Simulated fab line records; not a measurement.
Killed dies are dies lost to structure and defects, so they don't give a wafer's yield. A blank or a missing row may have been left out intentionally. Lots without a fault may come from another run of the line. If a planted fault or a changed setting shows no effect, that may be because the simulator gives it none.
A lot that was struck, set against a sound lot    flow n5-finfet    41 out of 1938 route steps
Sound: these wafers, L531.1, L531.3, L531.5. Struck: wafer L529.4 (left out: L529.2, L529.5 of the same lot, which were not struck); the cause appears at the end.
Order at every step that has rows: each side's tool, ch and its chambers, its first start. Under that, the readings that differ: sound wafers    struck wafers    difference of the means    sigmas: that difference in standard deviations of wafers without a fault.
alike: same words and numbers on both sides, and readings whose means sit less than 2 such deviations apart. not compared: any withheld reading, any reading some wafer has no value for, any bound like >300 that may hide the same value, and any number with overlapping values for which the record gives no deviation.
A row with sigmas, a row that says differs or no value, or rows on one side alone: a step with any of these is where the two part. When numbers do not overlap yet have no deviation, they are printed without sigmas and do not part them. A reading missing from all wafers of one side parts the sides only when that side holds two or more wafers.

first, 11 steps without rows for these wafers: N5_FIN_SAQP_MANDREL_ETCH_22 (etches a-Si in HBr/Cl2, stops on SiNx, target depth 60 nm, bt time 10 s, time 30 s); N5_FIN_SAQP_STRIP_55 (strips in N2/H2); N5_FIN_SAQP_STRIP_23 (strips in SPM, time 750 s); N5_FIN_SAQP_SRD_66 (time 30 s); N5_FIN_SAQP_RECESS_75 (chemistry HF/NH3, target SiO2, target depth 14.4 nm, afs cycles 3, sublimation time 60 s); N5_FIN_SAQP_SPACER1_ALD_24 (deposits SiO2, target thk 20.3 nm, pulse time 1 s, purge time 2 s); N5_FIN_SAQP_SPACER1_ETCHBACK_25 (etches SiO2 in CHF3/O2, target depth 24.4 nm, time 12.2 s); N5_FIN_SAQP_MANDREL1_REMOVE_56 (chemistry HBr/Cl2/O2, target a-Si, stops on SiNx, bt time 10 s); N5_FIN_SAQP_ETCH_57 (etches SiNx in CH3F/O2, target depth 32.5 nm, time 46.4 s); N5_FIN_SAQP_ETCH_65 (etches SiO2 in CF4, target depth 4 nm, time 4.4 s); N5_FIN_SAQP_MANDREL_ETCH_58 (etches a-Si in HBr/Cl2, stops on SiNx, target depth 45 nm, bt time 10 s, time 27 s).
N5_FIN_SAQP_RECESS_63: chemistry HF/NH3, target SiO2, target depth 18 nm, afs cycles 3, sublimation time 60 s.
  sound on vapor-etch-02 ch 1, day 7 19:56; struck on vapor-etch-01 ch 1, day 7 07:49
reading                      sound           struck  difference  sigmas
drypump-motor-current-A (A)  6.23 6.29 6.25  5.84    -0.42       -2
then, 16 steps without rows for these wafers: N5_FIN_SAQP_COAT_68 (time 60 s, resist thk 100 nm); N5_FIN_SAQP_ETCH_69 (etches SOC in N2/H2, stops on SiNx, target depth 150 nm); N5_FIN_SAQP_ETCH_67 (etches SiNx in CH3F/O2, target depth 30 nm); N5_FIN_SAQP_STRIP_70 (strips in N2/H2); N5_FIN_SAQP_RECESS_71 (chemistry HF/NH3, target SiO2, target depth 3 nm, afs cycles 1, sublimation time 60 s); N5_FIN_SAQP_SPACER2_ALD_28 (deposits SiO2, target thk 8.1 nm, pulse time 1 s, purge time 2 s); N5_FIN_SAQP_SPACER2_ETCHBACK_29 (etches SiO2 in CHF3/O2, target depth 12.2 nm, time 6.1 s); N5_FIN_SAQP_MANDREL2_REMOVE_60 (chemistry HBr/Cl2/O2, target a-Si, stops on SiNx, bt time 10 s); N5_FIN_SAQP_HM_OPEN_33 (chemistry CH3F/O2, target SiNx, target depth 49.4 nm, time 70.6 s); N5_FIN_SAQP_ETCH_34 (etches SiO2 in C4F6/O2, target depth 45 nm, time 15 s); N5_FIN_SAQP_STRIP_77 (strips in N2/H2, time 90 s); N5_FIN_SAQP_ETCH_64 (etches SiO2 in CF4, target depth 1.5 nm); N5_FIN_SAQP_FIN_ETCH_36 (etches the open film in HBr/Cl2/O2, target depth 120 nm, time 50.4 s); N5_FIN_SAQP_PRECLEAN_38 (cleans in O3/DIW, time 45 s); N5_FIN_SAQP_PRECLEAN_45 (cleans in dHF, time 10 s); N5_FIN_SAQP_SRD_39 (time 30 s).
N5_FIN_SAQP_INSPECT_40: inspects for defects (brightfield).
  struck on defect-inspect-02, day 7 09:52; sound on defect-inspect-02, day 7 21:51
reading           sound        struck  difference  sigmas
raw-defect-count  197 207 194  455     +256        +4
then, 8 steps without rows for these wafers: N5_FIN_CUT_COAT_18 (time 60 s, resist thk 230 nm); N5_FIN_CUT_COAT_19 (time 60 s, resist thk 20 nm); N5_FIN_CUT_COAT_29 (time 60 s, resist thk 10 nm); N5_FIN_CUT_COAT_02 (resist thk 30 nm); N5_FIN_CUT_EBR_04; N5_FIN_CUT_SOFTBAKE_03 (time 60 s); N5_FIN_CUT_EXPOSE_05 (exposes mask FIN CUT); N5_FIN_CUT_PEB_06 (peb time 60 s).
N5_FIN_CUT_INSPECT_10: inspects for defects (brightfield).
  struck on defect-inspect-01, day 7 10:25; sound on defect-inspect-02, day 7 22:22
reading           sound     struck  difference  sigmas
raw-defect-count  37 32 46  302     +264        +22
N5_FIN_CUT_INSPECT_17: inspects for defects (brightfield).
  struck on defect-inspect-01, day 7 11:34; sound on defect-inspect-01, day 7 23:19
reading           sound        struck  difference  sigmas
raw-defect-count  176 203 178  413     +227        +3
-- a jump in the record: the struck wafers' starts before and after are 6 days apart (it breaks off in module FIN_CUT and resumes in module BEOL_M4, where the first step shown is number 1111 of the route) --
N5_BEOL_M4_RC_MEAS_101:
  sound on prober-01 ch 0, day 14 08:04; struck on prober-01 ch 0, day 13 10:53
  alike: DIBL_N, DIBL_P, IOFF_N, IOFF_P, ION_N, ION_P, SS_N, SS_P, VT_N, VT_P
-- record jumps: 4 days separate the struck wafers' starts on either side; left off in module BEOL_M4, taken up again in module PASSIVATION, whose first shown step is the route's number 1936 --
N5_PASSIVATION_PROBE_49:
  rows exist in the record for the struck wafers here (prober-01, day 17 15:07), but not for the sound ones

== WHERE THEY PART ==
Earliest at N5_FIN_SAQP_RECESS_63; latest, in this record, at N5_PASSIVATION_PROBE_49.

WHY: what the simulator had put in
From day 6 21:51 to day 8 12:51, vapor-etch-01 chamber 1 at N5_FIN_SAQP_RECESS_63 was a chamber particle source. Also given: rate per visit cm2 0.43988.
